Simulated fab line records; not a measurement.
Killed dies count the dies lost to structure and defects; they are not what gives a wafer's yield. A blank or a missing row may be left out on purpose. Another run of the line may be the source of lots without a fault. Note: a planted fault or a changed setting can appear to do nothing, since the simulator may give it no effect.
Split-lot trial / flow n5Finfet / on a route of 1938 steps: 7 lots, 21 wafers read

## SPLIT DETAILS
At N5_SD_EPI_P_EXPOSE_06 (exposes mask SD P BLK, target cd 240 nm), the setting doseMj was moved away from the recipe's 39.5 on 8 of the 21 wafers read, by -2.9% to +7.2%. The other wafers ran this setting at the recipe's value.

## FROM THE SPLIT TO THE READING: what the file shows between them, 2 steps
- N5_SD_EPI_P_PEB_07: peb time 60 s
- N5_SD_EPI_P_DEVELOP_08: develop time 30 s

## THE READING
cdNm (nm) at N5_SD_EPI_P_CD_MEAS_09, where the cd target is 240 nm. On this fab line, fault-free wafers typically give 240.1 nm with a standard deviation of 0.86 nm.

wafer=L078.2; tool, chamber at the split=arfiScanner-01, 0; doseMj as run=39.5; against the recipe=recipe; cdNm, nm=240.4; against lot-mates on the recipe=-
wafer=L078.4; tool, chamber at the split=arfiScanner-01, 0; doseMj as run=39.5; against the recipe=recipe; cdNm, nm=241.0; against lot-mates on the recipe=-
wafer=L078.5; tool, chamber at the split=arfiScanner-01, 0; doseMj as run=39.5; against the recipe=recipe; cdNm, nm=241.1; against lot-mates on the recipe=-
wafer=L082.3; tool, chamber at the split=arfiScanner-02, 0; doseMj as run=40.62; against the recipe=+2.8%; cdNm, nm=241.9; against lot-mates on the recipe=+1.4
wafer=L082.4; tool, chamber at the split=arfiScanner-02, 0; doseMj as run=40.62; against the recipe=+2.8%; cdNm, nm=241.3; against lot-mates on the recipe=+0.8
wafer=L082.5; tool, chamber at the split=arfiScanner-02, 0; doseMj as run=39.5; against the recipe=recipe; cdNm, nm=240.5; against lot-mates on the recipe=-
wafer=L087.2; tool, chamber at the split=arfiScanner-01, 0; doseMj as run=39.5; against the recipe=recipe; cdNm, nm=238.8; against lot-mates on the recipe=-
wafer=L087.3; tool, chamber at the split=arfiScanner-01, 0; doseMj as run=40.98; against the recipe=+3.7%; cdNm, nm=241.6; against lot-mates on the recipe=+2.8
wafer=L087.6; tool, chamber at the split=arfiScanner-01, 0; doseMj as run=40.98; against the recipe=+3.7%; cdNm, nm=241.7; against lot-mates on the recipe=+2.9
wafer=L088.1; tool, chamber at the split=arfiScanner-02, 0; doseMj as run=39.5; against the recipe=recipe; cdNm, nm=240.4; against lot-mates on the recipe=-
wafer=L088.2; tool, chamber at the split=arfiScanner-02, 0; doseMj as run=39.5; against the recipe=recipe; cdNm, nm=240.2; against lot-mates on the recipe=-
wafer=L088.3; tool, chamber at the split=arfiScanner-02, 0; doseMj as run=39.5; against the recipe=recipe; cdNm, nm=240.3; against lot-mates on the recipe=-
wafer=L089.2; tool, chamber at the split=arfiScanner-01, 0; doseMj as run=42.36; against the recipe=+7.2%; cdNm, nm=244.5; against lot-mates on the recipe=+5.2
wafer=L089.3; tool, chamber at the split=arfiScanner-01, 0; doseMj as run=42.36; against the recipe=+7.2%; cdNm, nm=245.2; against lot-mates on the recipe=+5.9
wafer=L089.5; tool, chamber at the split=arfiScanner-01, 0; doseMj as run=39.5; against the recipe=recipe; cdNm, nm=239.3; against lot-mates on the recipe=-
wafer=L092.1; tool, chamber at the split=arfiScanner-02, 0; doseMj as run=39.5; against the recipe=recipe; cdNm, nm=239.5; against lot-mates on the recipe=-
wafer=L092.2; tool, chamber at the split=arfiScanner-02, 0; doseMj as run=38.36; against the recipe=-2.9%; cdNm, nm=237.3; against lot-mates on the recipe=-2.2
wafer=L092.5; tool, chamber at the split=arfiScanner-02, 0; doseMj as run=38.36; against the recipe=-2.9%; cdNm, nm=237.8; against lot-mates on the recipe=-1.7
wafer=L095.1; tool, chamber at the split=arfiScanner-03, 0; doseMj as run=39.5; against the recipe=recipe; cdNm, nm=240.6; against lot-mates on the recipe=-
wafer=L095.4; tool, chamber at the split=arfiScanner-03, 0; doseMj as run=39.5; against the recipe=recipe; cdNm, nm=239.9; against lot-mates on the recipe=-
wafer=L095.6; tool, chamber at the split=arfiScanner-03, 0; doseMj as run=39.5; against the recipe=recipe; cdNm, nm=240.6; against lot-mates on the recipe=-

THE FIT
A straight line over all 21 wafers: cdNm changes by +0.639 nm for each +1% of doseMj; r = +0.93; the points scatter about the line by 0.67 nm.
The same after taking each lot's own level away (the mean of its wafers on the recipe; 21 wafers): +0.724 nm for each +1%; r = +0.98; scatter 0.41 nm.
Per that fit: largest doseMj move, reading shift of 5.2 nm.
From 238.80 to 240.83 nm: that is the span of the lots' own levels, equal to 2.4 times the standard deviation above.
Hence the slope depends on the lot-to-lot level, as the two fits are not the same.
Check: for one of the wafers moved furthest among these (+7.2%), held out of the fit, the line's prediction against its lot-mates is +5.21 nm. It came out at +5.2 nm against them.

## THE WHOLE CHAIN: every reading that the file lists as answering this split, in the file's order
step=N5_SD_EPI_P_CD_MEAS_09; what it does=target cd 240 nm; reading=cdNm; change (the file's fit)=+0.712 nm for each +1% of the setting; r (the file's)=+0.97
step=N5_SD_EPI_P_DESCUM_14; what it does=chemistry O2, time 7.9 s; reading=SD_EPI_P.cdNm (the simulator's own value, which no gauge read); change (the file's fit)=+0.682 nm for each +1% of the setting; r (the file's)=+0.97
step=N5_SD_EPI_P_ETCH_36; what it does=etches SiARC in CF4, target depth 45.5 nm, time 75.8 s; reading=SD_EPI_P.cdNm (the simulator's own value, which no gauge read); change (the file's fit)=+0.691 nm for each +1% of the setting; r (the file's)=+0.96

## THE FILE'S OWN FIT
cdNm changes by +0.712 nm for each +1% of doseMj, r = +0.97.
